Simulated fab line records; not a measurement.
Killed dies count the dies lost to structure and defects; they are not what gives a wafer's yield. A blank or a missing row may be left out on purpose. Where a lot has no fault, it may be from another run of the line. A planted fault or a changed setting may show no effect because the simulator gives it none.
Matching of chambers ; flow n5Finfet ; rieDiel-04 running N5_MOL_CONTACT_COAG_DESCUM_88: 4 sister chambers
The step chemistry O2, time 7 s. 22 wafers are shown with their chamber, then 11 later ones without.

## EACH WAFER AND ITS CHAMBER
wafer;chamber;throttleValvePct (%);showerheadPlenumPTorr (Torr);oesProductAu (a.u.)
L074.1;1;20.10;2.12;0.91
L074.2;0;20.99;2.16;0.72
L074.3;3;20.69;2.17;0.71
L074.4;2;20.49;2.03;0.75
L074.5;1;20.10;2.12;0.90
L074.6;0;20.99;2.16;0.73
L075.1;1;20.12;2.12;0.90
L075.2;0;20.98;2.16;0.73
L075.6;2;20.53;2.03;0.74
L076.3;0;20.99;2.16;0.73
L076.4;3;20.71;2.17;0.71
L076.5;1;20.13;2.12;0.90
L080.1;2;20.51;2.02;0.74
L080.4;0;21.02;2.15;0.72
L080.5;2;20.52;2.02;0.74
L082.1;2;20.52;2.02;0.73
L082.2;1;20.12;2.12;0.87
L082.3;3;20.74;2.17;0.69
L083.1;2;20.53;2.02;0.73
L083.2;0;21.00;2.15;0.71
L083.3;3;20.73;2.16;0.69
L083.4;1;20.14;2.11;0.87

SIGNATURES (means of the wafers above)
reading;chamber 0;chamber 1;chamber 2;chamber 3;scatter within a chamber
throttleValvePct;20.9950;20.1183;20.5167;20.7175;0.0164
showerheadPlenumPTorr;2.1567;2.1183;2.0233;2.1675;0.00486
oesProductAu;0.7233;0.8917;0.7383;0.7000;0.0118
Rule: a wafer's distance from a chamber is the root of the sum, over the readings, of the square of ((its reading less the chamber's mean) divided by the reading's scatter). The wafer belongs to the nearest chamber; if the next one is less than 2 further off, it can't be placed. The scatter: the root of (the sum of the squares of (reading less its chamber's mean) over the shown wafers, divided by (wafers less chambers)).

## WAFERS WITH NO CHAMBER GIVEN
wafer;throttleValvePct (%);showerheadPlenumPTorr (Torr);oesProductAu (a.u.)
L083.5;21.02;2.15;0.71
L083.6;20.14;2.11;0.87
L096.1;20.42;2.16;0.92
L096.2;20.70;2.14;0.97
L096.3;20.20;2.10;0.82
L097.1;20.59;2.01;0.70
L097.2;20.20;2.10;0.82
L097.3;20.73;2.14;0.95
L097.4;20.59;2.01;0.70
L097.5;20.19;2.10;0.82
L097.6;20.72;2.14;0.96

## WHICH CHAMBER EACH WENT THROUGH
wafer;from the rows above;in truth
L083.5;0;0
L083.6;1;1
L096.1;1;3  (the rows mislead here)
L096.2;3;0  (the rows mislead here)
L096.3;1;1
L097.1;2;2
L097.2;1;1
L097.3;3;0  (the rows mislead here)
L097.4;2;2
L097.5;1;1
L097.6;3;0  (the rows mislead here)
7 of 11 placed correctly. From these rows, 0 cannot be placed. Placed wrongly: 4.
